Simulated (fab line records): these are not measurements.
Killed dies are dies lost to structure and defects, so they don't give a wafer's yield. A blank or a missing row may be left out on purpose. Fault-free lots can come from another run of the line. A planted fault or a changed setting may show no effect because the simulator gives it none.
One fault through the eyes of 3 desks    flow n5_finfet    every desk sees just its own numbers, and what lay behind them comes last

## TOOL OWNER'S DESK, krf_scanner-01
The tool's own readings at N5_WELL_APT_EXPOSE_22 (exposes mask PWELL, defocus 0 nm, target cd 200 nm): means of the sampled wafers that have a number, for each lot that ran on this tool. A lot is out of limits, marked OUT, if its mean lies more than 4 standard deviations from the usual mean; the brackets give that distance.
Columns: A = exposure_dose_mJ_cm2 at N5_WELL_APT_EXPOSE_22, usual 23.185
lot   first seen here  A
L593  day 1 14:47      23.183
L598  day 2 21:01      23.170
L602  day 3 20:58      23.221
L606  day 4 22:20      22.062 (-51) OUT
L607  day 5 02:38      22.290 (-41) OUT
L608  day 5 08:55      22.477 (-32) OUT
L609  day 5 14:31      22.630 (-25) OUT
This desk finds L606, L607, L608, L609 out of limits, L606 being first, at day 4 22:20 (exposure_dose_mJ_cm2 at N5_WELL_APT_EXPOSE_22). L593, L598, L602: within limits.

## THE DEFECT DESK
Inspection counts along the route, by lot: the mean over sampled wafers that carry a number. A lot is out of limits, marked OUT, if its mean lies more than 4 standard deviations from the usual mean; the brackets give that distance.
Columns: A = raw_defect_count at N5_ZERO_LAYER_INSPECT_20, usual 34
lot   first seen here  A
L593  day 1 13:25      26
L594  day 1 19:32      14
L597  day 2 13:25      28
L598  day 2 19:17      60
L600  day 3 07:15      32
L601  day 3 13:16      51
L602  day 3 19:16      39
L605  day 4 13:20      25
L606  day 4 19:23      25
L607  day 5 01:21      35
L608  day 5 07:25      24
L609  day 5 13:16      32
L614  day 6 19:25      21
L615  day 7 01:23      36
This desk found nothing out of limits on any of the 14 lots.

## FROM THE METROLOGY DESK
What the gauges read, lot by lot, whatever tool the lot ran on: means of the sampled wafers that have a number. A lot is out of limits, marked OUT, if its mean lies more than 4 standard deviations from the usual mean; the brackets give that distance.
Columns: A = cd_nm at N5_ZERO_LAYER_CD_MEAS_11, usual 2000.1 nm; B = cd_nm at N5_WELL_APT_CD_MEAS_25, usual 199.5 nm
lot   first seen here  A       B
L593  day 1 12:46      2000.0  200.6
L594  day 1 18:38      2001.0  201.2
L597  day 2 12:46      2002.0  201.9
L598  day 2 18:41      2000.2  197.3
L600  day 3 06:38      1999.4  199.5
L601  day 3 12:40      2000.8  199.8
L602  day 3 18:39      2000.8  198.2
L605  day 4 12:38      2002.2  199.5
L606  day 4 18:46      1998.2  190.4 (-5.3) OUT
L607  day 5 00:39      2001.7  192.9
L608  day 5 06:46      2000.9  192.8
L609  day 5 12:38      2001.6  194.3
L614  day 6 18:47      1999.3  200.4
L615  day 7 00:46      1999.1  201.8
This desk finds L606 out of limits, L606 being first, at day 4 22:30 (cd_nm at N5_WELL_APT_CD_MEAS_25). L593, L594, L597, L598, L600, L601, L602, L605, L607, L608, L609, L614, L615: within limits.

## ALL TOGETHER
An alarm could have come from the tool owner's desk at day 4 22:20, on L606, L607, L608, L609.
An alarm was possible from the metrology desk at day 4 22:30, on L606.
No out-of-limits result turned up at the defect desk.
The defect desk has L606, L607, L608, L609 on record, within its limits.
The metrology desk has L607, L608, L609 on record, within its limits.
Of the lots named, all ran N5_WELL_APT_EXPOSE_22 on krf_scanner-01.

## WHAT THE SIMULATOR HAD PUT IN
Drift in process parameters on krf_scanner-01 at N5_WELL_APT_EXPOSE_22, starting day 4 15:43. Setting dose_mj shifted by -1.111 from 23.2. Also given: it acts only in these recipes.
Struck lots among those shown: L606, L607, L608, L609.
Counting hours from when the fault started, the first reading out of limits came at 7 for the tool owner's desk and at 7 for the metrology desk.
